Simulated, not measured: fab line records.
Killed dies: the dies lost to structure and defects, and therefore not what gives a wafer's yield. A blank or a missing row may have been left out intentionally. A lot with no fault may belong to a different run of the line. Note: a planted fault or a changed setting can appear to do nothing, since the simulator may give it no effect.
Which tool did it?	flow nand_harc	18 lots with 54 wafers sampled at 6 steps, on a route of 1302 steps

WHAT EACH GAUGE READ, for each wafer
No reading from a measuring or inspecting step in the record can be judged against a usual standard deviation.

TOOL THAT RAN EACH LOT (tool first, then ch and the chambers of the sampled wafers, then the start)
lot	NHARC_A_STAIRCASE_TRIM_16	NHARC_A_STAIRCASE_TRIM_26	NHARC_A_STAIRCASE_DESCUM_186	NHARC_A_STAIRCASE_TRIM_191	NHARC_A_STAIRCASE_DESCUM_219	NHARC_A_STAIRCASE_DESCUM_252
L074	rie_diel-05 ch 0,1,3, day 15 23:30 or earlier	rie_diel-13 ch 0,1, day 15 23:30 or earlier	rie_diel-05 ch 0,1,3, day 15 23:30	rie_diel-05 ch 1,2, day 16 03:52 or earlier	rie_diel-05 ch 0,3, day 16 03:52	rie_diel-13 ch 1,2, day 16 08:17
L077	rie_diel-01 ch 2,3, day 16 15:16 or earlier	rie_diel-01 ch 0,2, day 16 15:16 or earlier	rie_diel-01 ch 0,2, day 16 15:16	rie_diel-01 ch 0,2,3, day 16 19:22 or earlier	rie_diel-05 ch 2,3, day 16 19:22	rie_diel-13 ch 1,2,3, day 16 23:04
L076	rie_diel-05 ch 0,2,3, day 16 14:52 or earlier	rie_diel-05 ch 0,1, day 16 14:52 or earlier	rie_diel-05 ch 2,3, day 16 14:52	rie_diel-05 ch 0,1, day 16 18:35 or earlier	rie_diel-01 ch 0,3, day 16 18:35	rie_diel-05 ch 0,2,3, day 16 22:27
L078	rie_diel-13 ch 1,2,3, day 17 04:47 or earlier	rie_diel-13 ch 2,3, day 17 04:47 or earlier	rie_diel-05 ch 0,1,3, day 17 04:47	rie_diel-05 ch 0,3, day 17 08:27 or earlier	rie_diel-13 ch 1,2, day 17 08:27	rie_diel-01 ch 0,2,3, day 17 12:31
L079	rie_diel-01 ch 0,1,3, day 18 08:46 or earlier	rie_diel-01 ch 1,2,3, day 18 08:46 or earlier	rie_diel-01 ch 0,2,3, day 18 08:46	rie_diel-01 ch 0,3, day 18 12:26 or earlier	rie_diel-13 ch 1,2, day 18 12:26	rie_diel-13 ch 0,2,3, day 18 16:55
L081	rie_diel-05 ch 0,1,3, day 18 15:34 or earlier	rie_diel-05 ch 0,1,2, day 18 15:34 or earlier	rie_diel-01 ch 0,2,3, day 18 15:34	rie_diel-01 ch 0,1,2, day 18 19:14 or earlier	rie_diel-05 ch 0,2,3, day 18 19:14	rie_diel-01 ch 0,2,3, day 18 22:56
L082	rie_diel-05 ch 1,2,3, day 19 17:37 or earlier	rie_diel-05 ch 1,2,3, day 19 17:37 or earlier	rie_diel-13 ch 1,3, day 19 17:37	rie_diel-13 ch 0,3, day 19 21:46 or earlier	rie_diel-13 ch 0,1, day 19 21:46	rie_diel-05 ch 1,2,3, day 20 02:13
L083	rie_diel-13 ch 0,1,3, day 19 20:14 or earlier	rie_diel-05 ch 0,1,3, day 19 20:14 or earlier	rie_diel-13 ch 0,1,3, day 19 20:14	rie_diel-13 ch 0,1,3, day 20 00:37 or earlier	rie_diel-13 ch 0,1,3, day 20 00:37	rie_diel-13 ch 0,1,3, day 20 04:41
L085	rie_diel-01 ch 0,1,2, day 20 13:07 or earlier	rie_diel-01 ch 1,2, day 20 13:07 or earlier	rie_diel-01 ch 0,2,3, day 20 13:07	rie_diel-01 ch 1,2,3, day 20 16:40 or earlier	rie_diel-13 ch 0,1,2, day 20 16:40	rie_diel-13 ch 1,2, day 20 21:05
L086	rie_diel-05 ch 1,3, day 20 13:30 or earlier	rie_diel-05 ch 0,2, day 20 13:30 or earlier	rie_diel-05 ch 0,3, day 20 13:30	rie_diel-05 ch 0,3, day 20 17:11 or earlier	rie_diel-13 ch 0,3, day 20 17:11	rie_diel-05 ch 1,2,3, day 20 21:28
L087	rie_diel-05 ch 0,2,3, day 21 09:20 or earlier	rie_diel-05 ch 0,1, day 21 09:20 or earlier	rie_diel-05 ch 0,2, day 21 09:20	rie_diel-05 ch 0,3, day 21 14:14 or earlier	rie_diel-13 ch 0,1,3, day 21 14:14	rie_diel-13 ch 0,1, day 21 17:48
L089	rie_diel-05 ch 1,2,3, day 22 00:19 or earlier	rie_diel-01 ch 1,2, day 22 00:19 or earlier	rie_diel-01 ch 0,3, day 22 00:19	rie_diel-01 ch 0,1,2, day 22 04:04 or earlier	rie_diel-13 ch 0,2,3, day 22 04:04	rie_diel-05 ch 2,3, day 22 07:37
L090	rie_diel-05 ch 0,2, day 23 08:51 or earlier	rie_diel-01 ch 1,2,3, day 23 08:51 or earlier	rie_diel-13 ch 2,3, day 23 08:51	rie_diel-13 ch 2,3, day 23 12:41 or earlier	rie_diel-13 ch 0,1,2, day 23 12:41	rie_diel-13 ch 2,3, day 23 16:21
L092	rie_diel-13 ch 0,1,2, day 23 17:43 or earlier	rie_diel-05 ch 1,2,3, day 23 17:43 or earlier	rie_diel-13 ch 0,1,2, day 23 17:43	rie_diel-13 ch 0,2,3, day 23 21:23 or earlier	rie_diel-01 ch 0,1,3, day 23 21:23	rie_diel-01 ch 0,1,2, day 24 01:04
L094	rie_diel-05 ch 1,2, day 24 10:01 or earlier	rie_diel-13 ch 0,1,2, day 24 10:01 or earlier	rie_diel-13 ch 0,2,3, day 24 10:01	rie_diel-13 ch 2,3, day 24 13:47 or earlier	rie_diel-05 ch 0,1,3, day 24 13:47	rie_diel-05 ch 2,3, day 24 17:26
L095	rie_diel-13 ch 0,2,3, day 24 11:29 or earlier	rie_diel-13 ch 0,3, day 24 11:29 or earlier	rie_diel-13 ch 1,2, day 24 11:29	rie_diel-13 ch 1,2, day 24 15:18 or earlier	rie_diel-05 ch 0,2,3, day 24 15:18	rie_diel-05 ch 1,2, day 24 19:38
L096	rie_diel-13 ch 1,2,3, day 25 05:29 or earlier	rie_diel-01 ch 1,2,3, day 25 05:29 or earlier	rie_diel-13 ch 0,1,2, day 25 05:29	rie_diel-13 ch 1,2,3, day 25 09:11 or earlier	rie_diel-01 ch 0,1,2, day 25 09:11	rie_diel-01 ch 0,1,2, day 25 13:13
L097	rie_diel-01 ch 0,1,2, day 25 21:06 or earlier	rie_diel-01 ch 0,1, day 25 21:06 or earlier	rie_diel-13 ch 0,2, day 25 21:06	rie_diel-13 ch 2,3, day 26 00:48 or earlier	rie_diel-13 ch 0,1, day 26 00:48	rie_diel-01 ch 0,3, day 26 05:04
- NHARC_A_STAIRCASE_TRIM_16: chemistry O2, time 211.2 s.
- NHARC_A_STAIRCASE_TRIM_26: chemistry O2, time 211.2 s.
- NHARC_A_STAIRCASE_DESCUM_186: chemistry O2, time 3 s.
- NHARC_A_STAIRCASE_TRIM_191: chemistry O2, time 211.2 s.
- NHARC_A_STAIRCASE_DESCUM_219: chemistry O2, time 3 s.
- NHARC_A_STAIRCASE_DESCUM_252: chemistry O2, time 3 s.

AS READ BY THE TOOLS THEMSELVES (means over the sampled wafers that have a number; for cases with no such wafer, the mark the record gives instead)
NHARC_A_STAIRCASE_TRIM_16. Usual: drypump_motor_current_A 5.6 A, standard deviation 0.41; o2_flow_sccm 500.1 sccm, standard deviation 1.6; oes_product_au 1.001 a.u., standard deviation 0.0088; rf_vpp_V 57.8 V, standard deviation 0.9; showerhead_plenum_p_Torr 3.50 Torr, standard deviation 0.16; throttle_valve_pct 17.037 %, standard deviation 0.009.
lot	tool	drypump_motor_current_A (A)	o2_flow_sccm (sccm)	oes_product_au (a.u.)	rf_vpp_V (V)	showerhead_plenum_p_Torr (Torr)	throttle_valve_pct (%)	flag
L074	rie_diel-05	5.4	499.0	1.007	58.0	3.60	17.027	
L077	rie_diel-01	5.4	500.3	1.004	58.5	3.58	17.035	
L076	rie_diel-05	5.8	499.3	1.003	57.8	3.57	17.040	
L078	rie_diel-13	5.6	500.5	1.000	57.0	3.46	17.031	
L079	rie_diel-01	5.6	498.4	1.003	58.0	3.59	17.040	
L081	rie_diel-05	5.4	501.1	1.002	58.1	3.59	17.037	
L082	rie_diel-05	5.7	500.0	1.005	57.5	3.42	17.037	
L083	rie_diel-13	5.5	499.5	0.996	57.7	3.40	17.042	
L085	rie_diel-01	5.9	499.3	1.001	58.8	3.67	17.039	
L086	rie_diel-05	5.2	501.0	0.996	57.9	3.53	17.029	
L087	rie_diel-05	5.8	500.7	0.999	57.9	3.56	17.041	
L089	rie_diel-05	5.7	500.1	0.999	57.6	3.41	17.038	
L090	rie_diel-05	5.9	499.3	0.999	57.4	3.60	17.033	
L092	rie_diel-13	5.5	500.6	1.002	57.5	3.39	17.034	
L094	rie_diel-05	6.1	501.6	0.990	57.2	3.29	17.039	
L095	rie_diel-13	5.5	500.4	1.001	58.0	3.40	17.038	
L096	rie_diel-13	5.7	501.0	1.017	58.0	3.42	17.031	
L097	rie_diel-01	5.8	500.3	1.002	58.2	3.65	17.038	

NHARC_A_STAIRCASE_TRIM_26. Usual: drypump_motor_current_A 5.6 A, standard deviation 0.42; o2_flow_sccm 500.2 sccm, standard deviation 1.4; oes_product_au 1.003 a.u., standard deviation 0.0083; rf_vpp_V 57.8 V, standard deviation 0.89; showerhead_plenum_p_Torr 3.52 Torr, standard deviation 0.17; throttle_valve_pct 17.037 %, standard deviation 0.0089.
lot	tool	drypump_motor_current_A (A)	o2_flow_sccm (sccm)	oes_product_au (a.u.)	rf_vpp_V (V)	showerhead_plenum_p_Torr (Torr)	throttle_valve_pct (%)	flag
L074	rie_diel-13	5.5	500.5	0.988	57.7	3.40	17.036	
L077	rie_diel-01	5.8	501.3	1.007	58.6	3.68	17.032	
L076	rie_diel-05	5.4	499.2	1.006	58.1	3.51	17.029	
L078	rie_diel-13	5.7	499.7	0.997	57.6	3.47	17.038	
L079	rie_diel-01	5.8	499.6	1.006	58.0	3.66	17.030	
L081	rie_diel-05	5.8	500.5	1.000	57.6	3.48	17.038	
L082	rie_diel-05	5.7	499.4	1.002	58.0	3.42	17.044	
L083	rie_diel-05	5.4	501.0	1.003	57.9	3.58	17.035	
L085	rie_diel-01	6.1	499.4	1.009	58.5	3.73	17.037	
L086	rie_diel-05	5.9	500.5	1.002	58.3	3.61	17.040	
L087	rie_diel-05	5.4	499.4	1.008	56.9	3.49	17.036	
L089	rie_diel-01	6.1	499.8	1.002	57.7	3.73	17.037	
L090	rie_diel-01	5.8	499.4	1.010	58.1	3.64	17.044	
L092	rie_diel-05	5.6	501.4	1.006	57.6	3.41	17.026	
L094	rie_diel-13	5.5	499.5	1.002	57.0	3.38	17.036	
L095	rie_diel-13	5.6	500.7	1.009	57.8	3.39	17.039	
L096	rie_diel-01	5.7	501.4	1.003	58.0	3.63	17.034	
L097	rie_diel-01	5.9	500.6	1.001	58.3	3.65	17.039	

NHARC_A_STAIRCASE_DESCUM_186. Usual: drypump_motor_current_A 5.6 A, standard deviation 0.37; o2_flow_sccm 199.9 sccm, standard deviation 0.53; oes_product_au 1.003 a.u., standard deviation 0.0086; rf_vpp_V 57.8 V, standard deviation 0.93; showerhead_plenum_p_Torr 1.90 Torr, standard deviation 0.094; throttle_valve_pct 11.311 %, standard deviation 0.0091.
lot	tool	drypump_motor_current_A (A)	o2_flow_sccm (sccm)	oes_product_au (a.u.)	rf_vpp_V (V)	showerhead_plenum_p_Torr (Torr)	throttle_valve_pct (%)	flag
L074	rie_diel-05	5.4	200.0	1.009	58.0	1.95	11.306	
L077	rie_diel-01	5.5	199.7	0.990	57.8	1.97	11.304	
L076	rie_diel-05	6.0	199.4	1.001	58.1	1.84	11.308	
L078	rie_diel-05	5.4	199.7	1.011	58.2	1.95	11.315	
L079	rie_diel-01	5.5	200.1	1.006	58.4	1.95	11.318	
L081	rie_diel-01	5.4	199.5	1.009	57.4	1.95	11.310	
L082	rie_diel-13	5.6	200.2	0.995	57.4	1.86	11.306	
L083	rie_diel-13	5.5	199.7	0.994	58.3	1.84	11.316	
L085	rie_diel-01	5.5	199.8	1.014	58.4	1.95	11.303	
L086	rie_diel-05	5.4	199.2	1.001	59.1	2.02	11.316	
L087	rie_diel-05	5.9	200.0	1.001	58.5	1.96	11.317	
L089	rie_diel-01	5.3	200.2	1.017	57.5	1.90	11.306	
L090	rie_diel-13	5.7	199.8	1.013	57.2	1.86	11.321	
L092	rie_diel-13	5.5	199.1	1.004	56.7	1.83	11.309	
L094	rie_diel-13	5.5	200.8	1.002	56.8	1.84	11.303	
L095	rie_diel-13	5.5	200.0	1.002	57.1	1.84	11.316	
L096	rie_diel-13	5.5	199.7	1.003	57.3	1.83	11.305	
L097	rie_diel-13	5.5	199.8	0.999	57.3	1.84	11.310	

NHARC_A_STAIRCASE_TRIM_191. Usual: drypump_motor_current_A 5.6 A, standard deviation 0.36; o2_flow_sccm 500.0 sccm, standard deviation 1.6; oes_product_au 1.002 a.u., standard deviation 0.009; rf_vpp_V 57.7 V, standard deviation 0.83; showerhead_plenum_p_Torr 3.50 Torr, standard deviation 0.16; throttle_valve_pct 17.037 %, standard deviation 0.0091.
lot	tool	drypump_motor_current_A (A)	o2_flow_sccm (sccm)	oes_product_au (a.u.)	rf_vpp_V (V)	showerhead_plenum_p_Torr (Torr)	throttle_valve_pct (%)	flag
L074	rie_diel-05	5.7	499.3	1.004	57.7	3.35	17.034	
L077	rie_diel-01	5.5	500.1	1.000	57.7	3.60	17.038	
L076	rie_diel-05	5.4	500.1	1.003	57.4	3.51	17.042	
L078	rie_diel-05	5.5	501.0	1.008	58.3	3.73	17.030	
L079	rie_diel-01	5.3	500.0	1.003	57.3	3.52	17.037	
L081	rie_diel-01	5.9	498.6	1.001	57.7	3.67	17.038	
L082	rie_diel-13	5.4	502.2	0.994	57.0	3.37	17.042	
L083	rie_diel-13	5.5	498.8	1.003	58.1	3.40	17.034	
L085	rie_diel-01	5.7	498.3	1.009	57.8	3.65	17.026	
L086	rie_diel-05	5.5	500.0	1.000	58.9	3.72	17.035	
L087	rie_diel-05	5.4	498.6	1.001	59.1	3.72	17.037	
L089	rie_diel-01	5.9	499.8	1.006	57.9	3.66	17.040	
L090	rie_diel-13	5.7	501.2	1.014	57.0	3.45	17.025	
L092	rie_diel-13	5.5	500.2	1.004	57.1	3.40	17.040	
L094	rie_diel-13	5.7	501.0	1.015	58.1	3.44	17.042	
L095	rie_diel-13	5.5	500.0	0.995	57.9	3.41	17.035	
L096	rie_diel-13	5.6	497.8	1.012	57.6	3.42	17.035	
L097	rie_diel-13	5.6	500.5	1.002	57.6	3.44	17.040	

NHARC_A_STAIRCASE_DESCUM_219. Usual: drypump_motor_current_A 5.6 A, standard deviation 0.39; o2_flow_sccm 200.1 sccm, standard deviation 0.58; oes_product_au 1.001 a.u., standard deviation 0.0087; rf_vpp_V 57.7 V, standard deviation 0.89; showerhead_plenum_p_Torr 1.89 Torr, standard deviation 0.089; throttle_valve_pct 11.310 %, standard deviation 0.0088.
lot	tool	drypump_motor_current_A (A)	o2_flow_sccm (sccm)	oes_product_au (a.u.)	rf_vpp_V (V)	showerhead_plenum_p_Torr (Torr)	throttle_valve_pct (%)	flag
L074	rie_diel-05	5.3	200.4	1.001	58.2	2.00	11.307	
L077	rie_diel-05	5.6	199.8	1.000	57.5	1.91	11.314	
L076	rie_diel-01	5.2	199.8	0.995	57.9	1.90	11.310	
L078	rie_diel-13	5.6	199.9	0.998	57.5	1.88	11.314	
L079	rie_diel-13	5.5	199.9	1.006	58.2	1.86	11.307	
L081	rie_diel-05	5.8	199.8	1.006	58.3	1.94	11.303	
L082	rie_diel-13	5.4	200.2	0.992	57.4	1.83	11.308	
L083	rie_diel-13	5.5	200.0	0.996	58.5	1.83	11.309	
L085	rie_diel-13	5.5	200.5	0.997	57.1	1.84	11.309	
L086	rie_diel-13	5.4	200.8	0.987	57.5	1.82	11.314	
L087	rie_diel-13	5.5	200.5	0.996	58.3	1.83	11.300	
L089	rie_diel-13	5.6	200.0	0.994	57.1	1.85	11.303	
L090	rie_diel-13	5.5	200.5	1.006	57.8	1.83	11.313	
L092	rie_diel-01	5.5	200.3	1.000	58.3	1.94	11.305	
L094	rie_diel-05	5.4	200.2	1.006	57.3	1.93	11.308	
L095	rie_diel-05	5.8	199.9	1.005	57.8	1.92	11.305	
L096	rie_diel-01	5.9	200.1	1.003	57.9	1.98	11.307	
L097	rie_diel-13	5.4	200.4	0.998	58.2	1.81	11.304	

NHARC_A_STAIRCASE_DESCUM_252. Usual: drypump_motor_current_A 5.6 A, standard deviation 0.4; o2_flow_sccm 199.9 sccm, standard deviation 0.58; oes_product_au 1.001 a.u., standard deviation 0.0094; rf_vpp_V 57.6 V, standard deviation 0.86; showerhead_plenum_p_Torr 1.89 Torr, standard deviation 0.089; throttle_valve_pct 11.311 %, standard deviation 0.009.
lot	tool	drypump_motor_current_A (A)	o2_flow_sccm (sccm)	oes_product_au (a.u.)	rf_vpp_V (V)	showerhead_plenum_p_Torr (Torr)	throttle_valve_pct (%)	flag
L074	rie_diel-13	5.5	199.1	0.991	57.9	1.86	11.317	
L077	rie_diel-13	5.6	199.8	1.002	58.0	1.87	11.314	
L076	rie_diel-05	5.8	200.5	1.006	57.6	1.94	11.305	
L078	rie_diel-01	5.5	199.9	1.005	57.4	1.95	11.325	
L079	rie_diel-13	5.5	200.3	1.005	56.6	1.85	11.312	
L081	rie_diel-01	5.5	199.8	1.011	57.1	1.95	11.306	
L082	rie_diel-05	5.7	200.1	1.001	57.5	1.85	11.310	
L083	rie_diel-13	5.5	199.8	0.992	56.8	1.83	11.314	
L085	rie_diel-13	5.6	199.7	0.994	57.9	1.85	11.314	
L086	rie_diel-05	5.7	199.6	1.001	57.4	1.85	11.311	
L087	rie_diel-13	5.4	200.0	0.996	57.5	1.82	11.312	
L089	rie_diel-05	6.1	199.4	0.992	56.3	1.83	11.311	
L090	rie_diel-13	5.7	199.8	1.009	57.8	1.86	11.315	
L092	rie_diel-01	5.8	200.3	1.000	57.7	1.99	11.317	
L094	rie_diel-05	5.6	199.5	1.009	57.7	1.89	11.311	
L095	rie_diel-05	6.0	200.8	0.993	57.4	1.78	11.310	
L096	rie_diel-01	5.9	199.8	0.994	58.7	1.98	11.315	
L097	rie_diel-01	5.1	200.0	1.006	57.5	1.88	11.305	

THE ANSWER, worked out from the rows above alone
Rule: a lot counts as off when the mean over its wafers that have a number is more than 3 standard deviations away from the usual mean. A lot without any number at a reading at which 4 lots or more have one is off too. Where the step has rows for the other lots, those lots are counted as sound. First the gauges in route order, then the tools' own readings, where a lot's mean is used as printed above. At the first step where some lot is off, the reading lying furthest off is the one used; lots without a number count as furthest.
Across all readings shown, no lot is off: no conclusion can be drawn from this.

WHAT WAS PUT IN BY THE SIMULATOR
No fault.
